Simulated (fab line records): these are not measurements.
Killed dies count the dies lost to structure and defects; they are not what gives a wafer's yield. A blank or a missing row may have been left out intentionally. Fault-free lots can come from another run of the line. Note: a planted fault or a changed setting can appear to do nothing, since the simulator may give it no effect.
What tool caused it? || flow n5 finfet || Sampling: 8 lots, 24 wafers, 4 of 1938 route steps

WHAT EACH GAUGE READ, for each wafer
N5_BEOL_M0_INSPECT_127: inspects for defects (darkfield).
{"lot": "L481", "measured": "day 6 19:50", "on": "defect inspect-02", "raw defect count": "46 44 82"}
{"lot": "L482", "measured": "day 7 00:21", "on": "defect inspect-02", "raw defect count": "124 74 46"}
{"lot": "L483", "measured": "day 7 07:06", "on": "defect inspect-02", "raw defect count": "51 48 80"}
{"lot": "L484", "measured": "day 7 14:26", "on": "defect inspect-02", "raw defect count": "77 91 51"}
{"lot": "L486", "measured": "day 7 23:25", "on": "defect inspect-02", "raw defect count": "78 62 59"}
{"lot": "L488", "measured": "day 8 14:35", "on": "defect inspect-02", "raw defect count": "33 48 45"}
{"lot": "L490", "measured": "day 9 02:02", "on": "defect inspect-02", "raw defect count": "72 511 87"}
{"lot": "L500", "measured": "day 11 13:26", "on": "defect inspect-01", "raw defect count": "101 77 75"}

WHAT TOOL EACH LOT RAN ON (gives the tool, then ch and the chambers of the sampled wafers, and finally the start)
{"lot": "L481", "N5_BEOL_M0_SPUTTER_132": "pvd sputter-01, day 6 17:49", "N5_BEOL_M0_SPUTTER_134": "pvd sputter-01, day 6 17:56", "N5_BEOL_M0_CMP_120": "cmp-04 ch 0,2, day 6 19:01"}
{"lot": "L482", "N5_BEOL_M0_SPUTTER_132": "pvd sputter-02, day 6 22:25", "N5_BEOL_M0_SPUTTER_134": "pvd sputter-02, day 6 22:32", "N5_BEOL_M0_CMP_120": "cmp-01 ch 0,1,3, day 6 23:29"}
{"lot": "L483", "N5_BEOL_M0_SPUTTER_132": "pvd sputter-01, day 7 04:58", "N5_BEOL_M0_SPUTTER_134": "pvd sputter-01, day 7 05:05", "N5_BEOL_M0_CMP_120": "cmp-04 ch 0,1,3, day 7 06:14"}
{"lot": "L484", "N5_BEOL_M0_SPUTTER_132": "pvd sputter-01, day 7 13:07", "N5_BEOL_M0_SPUTTER_134": "pvd sputter-01, day 7 13:14", "N5_BEOL_M0_CMP_120": "cmp-04 ch 0,1,3, day 7 13:55"}
{"lot": "L486", "N5_BEOL_M0_SPUTTER_132": "pvd sputter-01, day 7 22:01", "N5_BEOL_M0_SPUTTER_134": "pvd sputter-01, day 7 22:08", "N5_BEOL_M0_CMP_120": "cmp-03 ch 1,2,3, day 7 22:50"}
{"lot": "L488", "N5_BEOL_M0_SPUTTER_132": "pvd sputter-03, day 8 13:14", "N5_BEOL_M0_SPUTTER_134": "pvd sputter-03, day 8 13:22", "N5_BEOL_M0_CMP_120": "cmp-01 ch 1,2,3, day 8 14:01"}
{"lot": "L490", "N5_BEOL_M0_SPUTTER_132": "pvd sputter-03, day 9 00:44", "N5_BEOL_M0_SPUTTER_134": "pvd sputter-03, day 9 00:51", "N5_BEOL_M0_CMP_120": "cmp-01 ch 0,2, day 9 01:30"}
{"lot": "L500", "N5_BEOL_M0_SPUTTER_132": "pvd sputter-03, day 11 12:07", "N5_BEOL_M0_SPUTTER_134": "pvd sputter-03, day 11 12:14", "N5_BEOL_M0_CMP_120": "cmp-04 ch 1,2,3, day 11 12:52"}
- N5_BEOL_M0_SPUTTER_132: material Cu, target thk 4 nm, time 7.37 s.
- N5_BEOL_M0_SPUTTER_134: material Cu, target thk 4 nm, time 7.37 s.
- N5_BEOL_M0_CMP_120: polishes, stops on SiOC, t overpolish 6.9 s.

THE ANSWER, worked out from the rows above alone
Rule: what is usual is taken from the lots themselves. Put in order of their means at a reading, lots are off if they are a third of the lots or fewer, leave a main group of 4 or more, and stand apart from it by a gap of 3 or more times the standard deviation of the main group's means; of several such gaps the widest counts. Not used: any main group whose means are identical at the precision the tables above print for the reading. Also off: a lot with no number at a reading for which 4 or more lots have one. All remaining lots with rows at the step are treated as sound.
Off: L490, at N5_BEOL_M0_INSPECT_127 (raw defect count). For the main group the mean is 66 and the standard deviation 14.
If a tool, at a process step before that reading, ran all the lots that are off and no sound lot after the first of them, it fits. Those tools and the gauges at N5_BEOL_M0_INSPECT_127 are tried in the same way. This does not decide it: 2 tools fit, namely cmp-01 at N5_BEOL_M0_CMP_120 and defect inspect-02 at N5_BEOL_M0_INSPECT_127.

WHAT THE SIMULATOR PUT IN
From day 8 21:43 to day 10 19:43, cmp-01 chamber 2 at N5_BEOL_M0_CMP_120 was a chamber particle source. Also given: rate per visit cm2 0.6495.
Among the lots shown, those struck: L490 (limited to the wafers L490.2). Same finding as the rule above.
